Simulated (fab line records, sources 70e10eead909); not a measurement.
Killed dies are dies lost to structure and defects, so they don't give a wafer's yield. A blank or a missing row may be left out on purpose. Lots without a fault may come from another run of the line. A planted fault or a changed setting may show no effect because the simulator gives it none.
Chamber matching | flow nand_harc | NHARC_HYBRID_BOND_ACTIVATE_00 on rie_diel-08: 4 sister chambers
The step chemistry N2, time 60 s. 15 wafers are shown with their chamber, then 7 later ones without.

WAFERS WITH THEIR CHAMBER
wafer  | chamber | drypump_motor_current_A (A) | rf_vpp_V (V) | oes_product_au (a.u.)
L713.2 | 2       | 5.95                        | 64.2         | 0.988
L713.4 | 0       | 5.92                        | 64.6         | 0.993
L713.6 | 3       | 5.64                        | 65.1         | 1.017
L715.1 | 3       | 5.62                        | 64.1         | 1.012
L715.3 | 0       | 5.94                        | 63.7         | 1.003
L715.4 | 3       | 5.65                        | 64.5         | 1.006
L716.2 | 0       | 5.93                        | 63.2         | 1.004
L716.3 | 2       | 5.96                        | 66.2         | 0.998
L716.6 | 0       | 5.88                        | 64.0         | 0.998
L719.5 | 0       | 5.88                        | 64.0         | 0.980
L730.2 | 1       | 6.33                        | 63.7         | 0.999
L730.4 | 3       | 5.67                        | 63.4         | 0.995
L730.5 | 2       | 5.97                        | 64.4         | 1.007
L731.1 | 0       | 5.98                        | 63.8         | 1.008
L731.3 | 2       | 5.98                        | 65.5         | 1.011

SIGNATURES (means of the wafers above)
reading                 | chamber 0 | chamber 1 | chamber 2 | chamber 3 | scatter within a chamber
drypump_motor_current_A | 5.9217    | 6.3300    | 5.9650    | 5.6450    | 0.0287
rf_vpp_V                | 63.883    | 63.700    | 65.075    | 64.275    | 0.69
oes_product_au          | 0.99767   | 0.99900   | 1.00100   | 1.00750   | 0.00997
Rule: a wafer's distance from a chamber is the root of the sum, over the readings, of the square of ((its reading less the chamber's mean) divided by the reading's scatter). The wafer belongs to the nearest chamber; if the next one is less than 2 further off, it can't be placed. The scatter: the root of (the sum of the squares of (reading less its chamber's mean) over the shown wafers, divided by (wafers less chambers)).

WAFERS WITHOUT THEIR CHAMBER
wafer  | drypump_motor_current_A (A) | rf_vpp_V (V) | oes_product_au (a.u.)
L731.5 | 6.36                        | 64.2         | 1.001
L732.1 | 5.63                        | 62.0         | 1.011
L732.2 | 6.33                        | 63.0         | 1.008
L732.3 | 5.93                        | 63.7         | 1.022
L734.2 | 6.36                        | 65.3         | 1.004
L734.3 | 5.93                        | 64.3         | 1.019
L734.5 | 5.91                        | 63.7         | 1.013

WHICH CHAMBER EACH WENT THROUGH
wafer  | from the rows above     | in truth
L731.5 | 1                       | 1
L732.1 | 3                       | 3
L732.2 | 1                       | 1
L732.3 | can't be placed: 0 or 2 | 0
L734.2 | 1                       | 1
L734.3 | can't be placed: 0 or 2 | 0
L734.5 | can't be placed: 0 or 2 | 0
Placed correctly: 4 of 7. Can't be placed from these rows: 3 (the true chamber is among the candidates in 3). Placed wrongly: 0.
